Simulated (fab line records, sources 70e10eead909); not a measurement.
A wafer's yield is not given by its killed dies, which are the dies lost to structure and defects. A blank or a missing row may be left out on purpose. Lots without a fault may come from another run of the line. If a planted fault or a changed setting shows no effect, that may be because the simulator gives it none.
Which tool is to blame? | flow nand-harc | route of 1302 steps, sampled at 1 step: 24 lots, 72 wafers

== WHAT EACH GAUGE READ, for each wafer ==
NHARC_A_CONTACT_CD_MEAS_42 targets a cd of 300 nm. Usual: 300.0 nm for cd-nm, sd 0.51.
lot  | measured     | on        | cd-nm (nm)        | flag
L074 | day 21 04:58 | cd-sem-03 | 299.3 299.8 299.3 |
L075 | day 21 22:54 | cd-sem-01 | 299.5 299.4 298.9 |
L076 | day 22 09:09 | cd-sem-02 | 300.2 300.2 300.8 |
L077 | day 22 09:18 | cd-sem-02 | 300.0 300.1 300.4 |
L078 | day 23 03:09 | cd-sem-02 | 300.1 300.1 299.8 |
L079 | day 23 12:23 | cd-sem-02 | 299.5 299.9 299.6 |
L081 | day 24 02:27 | cd-sem-02 | 300.9 300.4 300.8 |
L080 | day 24 03:17 | cd-sem-02 | 299.8 299.0 300.4 |
L082 | day 24 23:13 | cd-sem-01 | 300.2 300.2 301.2 |
L084 | day 25 07:44 | cd-sem-03 | 300.5 301.0 300.6 |
L083 | day 25 12:08 | cd-sem-01 | 299.5 299.6 300.0 |
L086 | day 26 05:53 | cd-sem-02 | 299.9 299.8 299.9 |
L085 | day 26 06:03 | cd-sem-01 | 299.7 299.4 299.4 |
L087 | day 27 10:34 | cd-sem-02 | 300.9 300.8 301.0 |
L089 | day 27 13:56 | cd-sem-03 | 299.2 299.9 299.8 |
L088 | day 27 14:38 | cd-sem-01 | 299.6 300.1 299.6 |
L091 | day 28 06:47 | cd-sem-03 | 300.0 299.9 300.4 |
L090 | day 28 07:19 | cd-sem-03 | 299.7 299.3 298.9 |
L092 | day 28 14:47 | cd-sem-01 | 300.6 300.0 300.1 |
L093 | day 28 17:31 | cd-sem-03 | 299.9 299.8 299.6 |
L094 | day 29 13:51 | cd-sem-01 | 299.4 300.3 300.3 |
L095 | day 30 09:43 | cd-sem-02 | 300.6 300.2 300.6 |
L096 | day 30 21:23 | cd-sem-01 | 299.7 300.1 300.3 |
L097 | day 31 13:25 | cd-sem-03 | 299.9 299.9 298.9 |

== WHAT TOOL EACH LOT RAN ON (gives the tool, then ch and the chambers of the sampled wafers, and finally the start) ==
There is no process step in the record ahead of these readings.

== AS READ BY THE TOOLS THEMSELVES (means over the sampled wafers that have a number; for cases with no such wafer, the mark the record gives instead) ==
The record holds no such reading with a usual standard deviation.

== THE ANSWER, worked out from the rows above alone ==
Rule: a lot counts as off when the mean over its wafers that have a number is more than 3 standard deviations away from the usual mean. A lot without any number at a reading at which 4 lots or more have one is off too. All remaining lots with rows at the step are treated as sound. The gauges are gone through in route order, then the tools' own readings, and for those a lot's mean is taken as printed above. At the first step where some lot is off, the reading lying furthest off is the one used; lots without a number count as furthest.
Across all readings shown, no lot is off: no conclusion can be drawn from this.

== WHAT THE SIMULATOR PUT IN ==
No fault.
